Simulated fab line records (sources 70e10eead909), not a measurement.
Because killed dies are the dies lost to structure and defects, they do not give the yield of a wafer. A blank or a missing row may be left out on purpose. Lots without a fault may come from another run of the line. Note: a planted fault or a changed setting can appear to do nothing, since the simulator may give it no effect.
What tool caused it? + flow nandHarc + 6 lots with 18 wafers sampled at 3 steps, on a route of 1302 steps

WHAT THE GAUGES READ, wafer by wafer
NHARC_P_ZERO_WELL_CD_MEAS_37: the cd target is 720 nm.
| lot  | measured     | on       | cdNm (nm)         |
|------|--------------|----------|-------------------|
| L719 | day 2 10:17  | cdSem-03 | 719.5 720.2 720.3 |
| L722 | day 3 17:21  | cdSem-02 | 718.1 719.6 719.4 |
| L727 | day 5 18:14  | cdSem-02 | 718.5 718.5 718.5 |
| L729 | day 6 14:01  | cdSem-03 | 717.7 720.0 720.1 |
| L738 | day 10 08:13 | cdSem-03 | 718.2 717.8 719.2 |
| L740 | day 11 04:11 | cdSem-02 | 718.5 718.7 718.0 |

WHICH TOOL RAN EACH LOT (tool, then ch and the chambers of the sampled wafers, then the start)
| lot  | NHARC_P_ZERO_WELL_DESCUM_26       | NHARC_P_ZERO_WELL_EXPOSE_34      |
|------|-----------------------------------|----------------------------------|
| L719 | rieDiel-04 ch 0,1,3, day 2 08:49  | krfScanner-02 ch 0, day 2 10:08  |
| L722 | rieDiel-08 ch 1,2,3, day 3 16:01  | krfScanner-01 ch 0, day 3 17:11  |
| L727 | rieDiel-04 ch 1,2, day 5 16:55    | krfScanner-03 ch 0, day 5 18:05  |
| L729 | rieDiel-09 ch 1,2,3, day 6 12:40  | krfScanner-03 ch 0, day 6 13:51  |
| L738 | rieDiel-09 ch 0,2,3, day 10 06:53 | krfScanner-02 ch 0, day 10 08:04 |
| L740 | rieDiel-08 ch 0,2,3, day 11 02:50 | krfScanner-03 ch 0, day 11 04:02 |
- NHARC_P_ZERO_WELL_DESCUM_26: chemistry O2, time 3 s.
- NHARC_P_ZERO_WELL_EXPOSE_34: exposes mask P PWELL, target cd 720 nm.

THE ANSWER, worked out from the rows above alone
Rule: usual is defined by the lots themselves. Put in order of their means at a reading, lots are off if they are a third of the lots or fewer, leave a main group of 4 or more, and stand apart from it by a gap of 3 or more times the standard deviation of the main group's means; of several such gaps the widest counts. A main group whose means are all the same, to the digits that the tables above print for the reading, isn't used. Also off: a lot with no number at a reading for which 4 or more lots have one. The other lots that the step has rows for count as sound.
None of the lots is off at any reading shown; this tells nothing.

WHAT HAD BEEN PUT IN BY THE SIMULATOR
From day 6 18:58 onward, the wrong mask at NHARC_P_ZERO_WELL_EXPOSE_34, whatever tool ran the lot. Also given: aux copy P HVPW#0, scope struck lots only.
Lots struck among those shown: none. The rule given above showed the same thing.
